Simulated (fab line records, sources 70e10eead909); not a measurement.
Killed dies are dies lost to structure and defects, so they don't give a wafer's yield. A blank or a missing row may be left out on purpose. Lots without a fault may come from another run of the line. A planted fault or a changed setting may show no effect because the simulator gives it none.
fab line records | flow nand_harc
record lots=6 wafers=18 last_day=32
route steps=1302 shown A_DECK1_JOINT@530 END@1302
lots that met no fault: from a run of the same line without faults
start_h: hours from the record's first day to the start of the lot's first wafer shown | wait_h: hours since the lot's step before | " the same as in the row above | L1.1+2: a row that stands for several wafers | - no value, or no start given | * or withheld: withheld | < > ~ a bound
route shown NAME@n: a module of which the file shows steps, and the number in the route of the first | usual: mean/standard deviation of fault-free wafers | same: alike in all rows | chamber/n: place in a boat | sites: the reading at each site | _std_site: their standard deviation | _edge_site: outer sites' mean less inner sites' | radius_mm: how far each site lies from the wafer's centre | mask NAME#n: copy n | behind: the tool/chamber that last shaped the wafer | hold: why the lot was held/for how many hours/how that ended | device: the transistor (n, p or np) that didn't switch | end of line: the same wafers' tests at the end of the route | a step without rows: its recipe alone | killed: dies lost to structure and defects at the first sort, not the wafer's yield | map: a wafer's dies, x killed, . not, _ none there
set.NAME: the setting as run; set.NAME@STEP: as run at that earlier step | model.NAME: the simulator's own value behind a step, which no gauge read
lots at some steps of the route; a table a step, a row a wafer
services: from which hour (start_h, from the record's first day; less than 0 if before it) a tool's chamber was out of use, for how many hours, and why
## steps
# step NHARC_A_DECK1_JOINT_ETCHBACK_00
# recipe target_depth_a=300 time_s=17.4 hbr_flow_sccm=150 rf_w=350 icp_w=350 bias_w=60 chemistry=HBr
# usual drypump_motor_current_A=5.66/0.28 he_backside_leak_sccm=2.72/0.22 oes_product_au=1.002/0.01 throttle_valve_pct=23.266/0.0094
# columns lot.wafer tool chamber start_h wait_h drypump_motor_current_A he_backside_leak_sccm oes_product_au rf_hours_counter_h throttle_valve_pct
L790.1 rie_si-04 0 328.41 0.1 5.97 2.73 1.017 1.1 23.270
L790.4 " 2 " " 5.25 2.46 1.009 1.0 23.255
L790.6 " 3 " " 5.48 2.83 0.994 - 23.254
L793.3 rie_si-01 0 356.50 0.1 5.95 2.68 0.987 1.0 23.275
L793.4 " 1 " " 5.90 3.02 1.003 1.1 23.267
L793.5 " 3 " " 5.70 2.89 0.990 - 23.258
L799.3 rie_si-02 1 412.54 0.1 5.63 2.44 1.006 0.7 23.255
L799.1 " 2 " " 5.82 2.96 0.995 0.8 23.264
L799.6 " 1 " " 5.64 2.49 1.006 - 23.252
L798.1 rie_si-01 2 412.55 0.1 5.50 2.85 1.005 0.3 23.255
L798.4 " 3 " " 5.71 2.84 0.998 0.2 23.279
L798.5 " 1 " " 5.91 2.99 1.005 - 23.261
L800.4 rie_si-02 2 428.08 0.1 5.81 2.73 0.997 1.0 23.274
L800.3 " 3 " " 4.90 2.54 0.975 0.8 23.261
L800.1 " 0 " " 6.25 2.83 0.997 0.7 23.277
L803.1 rie_si-01 2 457.52 0.1 5.51 2.87 1.002 0.5 23.256
L803.4 " 3 " " 5.70 2.71 1.004 0.5 23.276
L803.5 " 1 " " 5.90 2.82 0.997 - 23.244
# step NHARC_A_DECK1_JOINT_PRECLEAN_30
# recipe time_s=* temp_c=50 bath_age_min=0 chemistry=SC1
# step NHARC_A_DECK1_JOINT_SRD_31
# step NHARC_A_DECK1_JOINT_CVD_34
# recipe target_thk_a=200 temp_c=700 pressure_mtorr=300 material=SiNx
# step NHARC_A_DECK1_JOINT_DEP_06
# recipe target_thk_a=800 temp_c=65 material=SiOx
# step NHARC_A_DECK1_JOINT_CURE_26
# recipe temp_c=150 time_s=32 pressure_atm=0.395
# step NHARC_A_DECK1_JOINT_ANNEAL_27
# recipe temp_c=400 time_s=3600 idle_temp_c=300 ramp_up_c_per_min=10 densification_p_h2o_torr=640
# step NHARC_A_DECK1_JOINT_ANNEAL_28
# recipe temp_c=500 time_s=1800 idle_temp_c=400 ramp_up_c_per_min=10 densification_p_h2o_torr=640
# step NHARC_A_DECK1_JOINT_ANNEAL_29
# recipe temp_c=750 time_s=1800 idle_temp_c=500 ramp_up_c_per_min=10 ramp_down_c_per_min=3
# step NHARC_A_DECK1_JOINT_CMP_02
# recipe material=SiOx
# usual motor_current_A=12.6/1.5 pad_life_wafers=203/100 retaining_ring_pressure_frac=1.000/0.0054
# columns lot.wafer tool chamber start_h wait_h motor_current_A pad_life_wafers retaining_ring_pressure_frac
L790.1 cmp-01 3 350.12 0.4 11.9 246 0.993
L790.4 " 2 " " 11.4 249 1.000
L790.6 " 3 " " 11.5 - 0.996
L793.4 cmp-03 3 378.35 0.4 13.5 288 1.005
L793.3 " 2 " " 13.9 291 1.010
L793.5 " 3 " " 13.2 - 1.001
L799.3 cmp-03 2 433.04 0.4 14.2 133 1.004
L799.1 " 3 " " 13.6 134 1.005
L799.6 " 2 " " 13.6 - 1.000
L798.1 cmp-04 2 433.07 0.4 12.2 98 0.998
L798.4 " 3 " " 13.0 99 1.009
L798.5 " 0 " " 9.9 - 1.001
L800.3 cmp-01 2 449.78 0.4 10.6 240 0.999
L800.1 " 3 " " 11.7 241 0.998
L800.4 " 1 " " 12.4 243 1.006
L803.1 cmp-03 1 479.29 0.4 11.7 300 1.003
L803.4 " 3 " " 13.8 302 1.007
L803.5 " 2 " " 13.1 - 1.002
# step NHARC_A_DECK1_JOINT_SRD_15
# step NHARC_A_DECK1_JOINT_DEP_16
# recipe target_thk_a=450 temp_c=400 pressure_torr=6.5 rf_w=900 teos_flow_sccm=161.4 flow_sccm=2650 target_thk_nm=45 gas=O2 material=SiO2
# usual heater_power_w=568/92 rf_fwd_power_W=896.7/2.9 throttle_valve_pct=15.9/0.71
# columns lot.wafer tool chamber start_h wait_h heater_power_w rf_fwd_power_W throttle_valve_pct
L790.1 pecvd-04 2 350.54 0.1 551 1005.5 17.2
L790.4 " 2 " " 398 1004.9 17.5
L790.6 " 0 " " 535 1001.8 15.4
L793.3 pecvd-04 1 378.91 0.2 597 1002.3 16.0
L793.5 " 1 " " 598 1007.5 15.8
L793.4 " 2 " " 532 1006.0 17.1
L799.1 pecvd-03 1 433.41 0.1 463 897.6 16.3
L799.3 " 0 " " 374 890.9 15.7
L799.6 " 1 " " 463 898.1 16.5
L798.1 pecvd-02 2 433.46 0.1 516 904.1 15.9
L798.4 " 1 " " 631 895.3 15.2
L798.5 " 0 " " 538 896.0 15.8
L800.3 pecvd-04 2 450.20 0.1 543 898.0 17.4
L800.1 " 0 " " 567 895.5 15.6
L800.4 " 0 " " 573 892.5 15.7
L803.1 pecvd-04 0 479.71 0.1 608 896.5 15.1
L803.5 " 2 " " 471 901.0 16.9
L803.4 " 0 " " 607 897.0 15.1
# step NHARC_A_DECK1_JOINT_THK_MEAS_17
# recipe thk_meas_gauge=ellipsometry
# usual thk_nm=45.2/1.1
# columns lot.wafer tool chamber start_h wait_h thk_nm
L790.1 film_metro-02 - 350.79 0.2 46.2
L790.4 " - " " 46.9
L790.6 " - " " 44.7
L793.3 film_metro-01 - 379.17 0.2 46.3
L793.4 " - " " 46.3
L793.5 " - " " 45.0
L799.1 film_metro-02 - 433.69 0.2 45.6
L799.3 " - " " 44.5
L799.6 " - " " 45.5
L798.1 film_metro-01 - 433.71 0.2 44.2
L798.4 " - " " 44.3
L798.5 " - " " 46.0
L800.1 film_metro-01 - 450.45 0.2 43.9
L800.3 " - " " 44.6
L800.4 " - " " 44.2
L803.1 film_metro-01 - 479.96 0.2 44.0
L803.4 " - " " 45.5
L803.5 " - " " 44.4
# step NHARC_END_SORT_01
# recipe temp_c=25
# usual killed_at_array=53/19 killed_at_other=0.7/1.1 killed_at_periphery=4.2/2.7 killed_dies=58/18 killed_open=3.1/1.9 killed_short=2.5/1.6
# same gross_dies=677
# columns lot.wafer tool chamber start_h wait_h killed_at_array killed_at_other killed_at_periphery killed_dies killed_open killed_short
L790.1 prober-02 0 636.37 2.5 45 4 5 54 6 2
L790.4 prober-02 0 638.76 3.4 45 3 4 52 3 2
L790.6 prober-02 0 640.36 4.0 61 3 10 74 6 4
L793.3 prober-02 0 671.82 3.1 59 0 3 62 6 2
L793.4 prober-02 0 672.61 3.4 49 0 1 50 4 5
L793.5 prober-02 0 673.41 3.7 49 1 3 53 2 3
L798.1 prober-01 0 708.26 2.5 46 0 7 53 4 1
L798.4 prober-01 0 710.65 3.4 58 1 3 62 7 2
L798.5 prober-01 0 711.44 3.7 51 0 3 54 1 2
L799.1 prober-02 0 708.29 2.5 47 0 8 55 2 1
L799.3 prober-02 0 709.89 3.1 63 0 7 70 2 1
L799.6 prober-02 0 712.30 4.0 48 0 6 54 1 0
L800.1 prober-01 0 752.09 2.5 61 0 1 62 0 4
L800.3 prober-01 0 753.70 3.1 98 0 6 104 1 5
L800.4 prober-01 0 754.51 3.4 61 0 3 64 2 4
L803.1 prober-01 0 761.57 2.5 49 0 5 54 6 3
L803.4 prober-01 0 763.99 3.4 77 0 0 77 4 0
L803.5 prober-01 0 764.80 3.7 75 1 3 79 8 7
# killed by level:class
L790.1 A_CHANNEL_HOLE_D1:chamber_film_flake=20 A_CHANNEL_HOLE_D2:chamber_film_flake=17 THIN_TSV:chamber_film_flake=4 A_CHANNEL_FILL_D2:geometric_particle:open=2 A_STAIRCASE:chamber_film_flake=2 P_GATE:geometric_particle:open=1 P_M0:geometric_particle:open=1 P_M1:geometric_particle:open=1
L790.4 A_CHANNEL_HOLE_D1:chamber_film_flake=27 A_CHANNEL_HOLE_D2:chamber_film_flake=10 THIN_TSV:chamber_film_flake=3 P_STI:chamber_film_flake=2 P_CONTACT:geometric_particle:open=1 A_ONON_D1:geometric_particle:short=1 A_CHANNEL_FILL_D1:geometric_particle:open=1 A_CHANNEL_HOLE_D2:geometric_particle:short=1
L790.6 A_CHANNEL_HOLE_D1:chamber_film_flake=35 A_CHANNEL_HOLE_D2:chamber_film_flake=8 P_GATE:chamber_film_flake=6 A_CONTACT:chamber_film_flake=6 A_CHANNEL_FILL_D1:geometric_particle:short=3 THIN_TSV:chamber_film_flake=3 P_ZERO_WELL:chamber_film_flake=2 P_CONTACT:geometric_particle:open=1
L793.3 A_SLIT:chamber_film_flake=30 A_CHANNEL_HOLE_D2:chamber_film_flake=12 A_CHANNEL_HOLE_D1:chamber_film_flake=7 A_M0:geometric_particle:open=4 A_STAIRCASE:chamber_film_flake=3 P_M0:geometric_particle:open=1 A_ONON_D2:geometric_particle:open=1 A_WL_FILL:geometric_particle:short=1
L793.4 A_SLIT:chamber_film_flake=21 A_CHANNEL_HOLE_D1:chamber_film_flake=6 A_CHANNEL_HOLE_D2:chamber_film_flake=6 A_STAIRCASE:chamber_film_flake=4 A_ONON_D1:geometric_particle:short=1 A_CHANNEL_FILL_D1:geometric_particle:short=1 A_ONON_D2:geometric_particle:open=1 A_ONON_D2:geometric_particle:short=1
L793.5 A_SLIT:chamber_film_flake=22 A_CHANNEL_HOLE_D2:chamber_film_flake=15 A_CHANNEL_HOLE_D1:chamber_film_flake=4 A_ONON_D1:geometric_particle:short=2 P_M1:chamber_film_flake=2 A_CHANNEL_FILL_D2:chamber_film_flake=2 P_GATE:geometric_particle:open=1 A_ONON_D1:geometric_particle:open=1
L798.1 A_SLIT:chamber_film_flake=26 A_CHANNEL_HOLE_D1:chamber_film_flake=9 P_M1:chamber_film_flake=5 A_ZERO_WELL:chamber_film_flake=3 A_CONTACT:chamber_film_flake=3 P_STI:chamber_film_flake=2 A_CHANNEL_FILL_D2:geometric_particle:open=1 A_WL_FILL:geometric_particle:short=1
L799.1 A_CHANNEL_HOLE_D1:chamber_film_flake=25 A_CHANNEL_HOLE_D2:chamber_film_flake=15 P_GATE:chamber_film_flake=2 P_CONTACT:chamber_film_flake=2 P_M1:chamber_film_flake=2 A_STAIRCASE:chamber_film_flake=2 A_CONTACT:chamber_film_flake=2 P_CONTACT:geometric_particle:open=1
L799.3 A_CHANNEL_HOLE_D1:chamber_film_flake=28 A_CHANNEL_HOLE_D2:chamber_film_flake=25 A_STAIRCASE:chamber_film_flake=4 P_CONTACT:chamber_film_flake=3 P_GATE:chamber_film_flake=2 A_CONTACT:chamber_film_flake=2 A_ONON_D1:geometric_particle:short=1 A_CHANNEL_FILL_D2:geometric_particle:open=1
L798.4 A_SLIT:chamber_film_flake=22 A_CHANNEL_HOLE_D1:chamber_film_flake=13 A_STAIRCASE:chamber_film_flake=5 A_CONTACT:chamber_film_flake=4 A_DECK1_JOINT:chamber_film_flake=2 A_CHANNEL_FILL_D2:chamber_film_flake=2 P_CONTACT:geometric_particle:open=1 A_ONON_D1:geometric_particle:open=1
L798.5 A_SLIT:chamber_film_flake=26 A_CHANNEL_HOLE_D1:chamber_film_flake=11 A_CONTACT:chamber_film_flake=5 A_CHANNEL_FILL_D1:chamber_film_flake=2 A_STAIRCASE:chamber_film_flake=2 A_CHANNEL_FILL_D1:geometric_particle:short=1 A_WL_FILL:geometric_particle:short=1 A_M1:geometric_particle:open=1
L799.6 A_CHANNEL_HOLE_D2:chamber_film_flake=22 A_CHANNEL_HOLE_D1:chamber_film_flake=21 P_CONTACT:chamber_film_flake=2 P_M1:chamber_film_flake=2 A_SLIT:chamber_film_flake=2 A_STAIRCASE:chamber_film_flake=2 A_CHANNEL_FILL_D2:geometric_particle:open=1 P_M0:chamber_film_flake=1
L800.1 A_SLIT:chamber_film_flake=19 A_CHANNEL_HOLE_D1:chamber_film_flake=18 A_CHANNEL_HOLE_D2:chamber_film_flake=11 A_CONTACT:chamber_film_flake=5 A_STAIRCASE:chamber_film_flake=4 A_CHANNEL_HOLE_D2:geometric_particle:short=2 A_CHANNEL_FILL_D2:geometric_particle:short=1 A_WL_FILL:geometric_particle:short=1
L800.3 A_SLIT:chamber_film_flake=33 A_CHANNEL_HOLE_D1:chamber_film_flake=32 A_CHANNEL_HOLE_D2:chamber_film_flake=21 A_CONTACT:chamber_film_flake=5 P_STI:chamber_film_flake=3 A_CHANNEL_HOLE_D1:geometric_particle:short=2 P_ZERO_WELL:chamber_film_flake=2 A_STAIRCASE:chamber_film_flake=2
L800.4 A_CHANNEL_HOLE_D1:chamber_film_flake=19 A_SLIT:chamber_film_flake=19 A_CHANNEL_HOLE_D2:chamber_film_flake=11 A_CONTACT:chamber_film_flake=5 A_WL_FILL:geometric_particle:short=2 P_STI:chamber_film_flake=2 A_ONON_D1:geometric_particle:short=1 A_DECK1_JOINT:geometric_particle:short=1
L803.1 A_SLIT:chamber_film_flake=17 A_CHANNEL_HOLE_D2:chamber_film_flake=13 A_CHANNEL_HOLE_D1:chamber_film_flake=6 A_CONTACT:chamber_film_flake=3 A_CHANNEL_FILL_D2:geometric_particle:short=2 P_ZERO_WELL:chamber_film_flake=2 A_STAIRCASE:chamber_film_flake=2 P_GATE:geometric_particle:open=1
L803.4 A_SLIT:chamber_film_flake=38 A_CHANNEL_HOLE_D2:chamber_film_flake=18 A_CHANNEL_HOLE_D1:chamber_film_flake=7 A_CONTACT:chamber_film_flake=5 A_STAIRCASE:chamber_film_flake=4 A_ONON_D1:geometric_particle:open=1 A_CHANNEL_FILL_D2:geometric_particle:open=1 A_STAIRCASE:geometric_particle:open=1
L803.5 A_SLIT:chamber_film_flake=24 A_CHANNEL_HOLE_D2:chamber_film_flake=20 A_CHANNEL_HOLE_D1:chamber_film_flake=11 A_STAIRCASE:chamber_film_flake=6 A_WL_FILL:geometric_particle:short=3 P_M0:geometric_particle:open=2 A_SOURCE_PLATE:geometric_particle:short=1 A_SOURCE_PLATE:geometric_particle:open=1
## services
# columns tool chamber start_h hours kind
cmp-04 - 307.00 4.0 pm
rie_si-04 0 307.25 6.8 repair
rie_si-04 1 310.68 15.3 repair
pecvd-04 2 331.74 12.7 repair
rie_si-04 - 342.00 9.0 pm
cmp-04 - 361.72 1.0 repair
pecvd-03 - 366.30 13.0 pm
rie_si-01 - 370.00 9.0 pm
cmp-01 - 381.61 4.0 pm
cmp-04 - 387.65 0.3 repair
cmp-03 - 387.95 1.4 repair
cmp-03 - 396.69 4.0 pm
cmp-04 - 405.00 4.0 pm
pecvd-02 - 408.33 13.0 pm
cmp-04 - 411.69 0.9 repair
pecvd-04 - 450.41 13.0 pm
pecvd-04 0 450.41 13.0 vent_cycle
pecvd-04 1 450.41 13.0 vent_cycle
pecvd-04 2 450.41 13.0 vent_cycle
rie_si-01 1 453.05 4.4 repair
rie_si-02 - 454.00 9.0 pm
pecvd-04 0 463.41 - clean
rie_si-04 - 465.62 0.4 repair
cmp-01 - 479.61 4.0 pm
## key
first_sign step=NHARC_A_DECK1_JOINT_DEP_16 reading=rf_fwd_power_W direction=up sigmas=37 usual=* struck=*
effect none on later readings
met_at NHARC_A_DECK1_JOINT_DEP_16
struck_wafers L790.1,L790.4,L790.6,L793.3,L793.4,L793.5
tester_left_out L790,L793
fault kind=process_parameter_drift tool=pecvd-04 chamber=- onset_h=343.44 steps=NHARC_A_DECK1_JOINT_DEP_16 channel=rf_w offset=* shape=step end_h=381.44 acts_in=* stated=*
# tester_left_out: of these lots the tester's yield and bins aren't shown, on N5 and GAA mostly nor the transistor test; their killed dies are dies lost to structure and defects alone, not to doping, threshold or leakage, so they don't give the yield
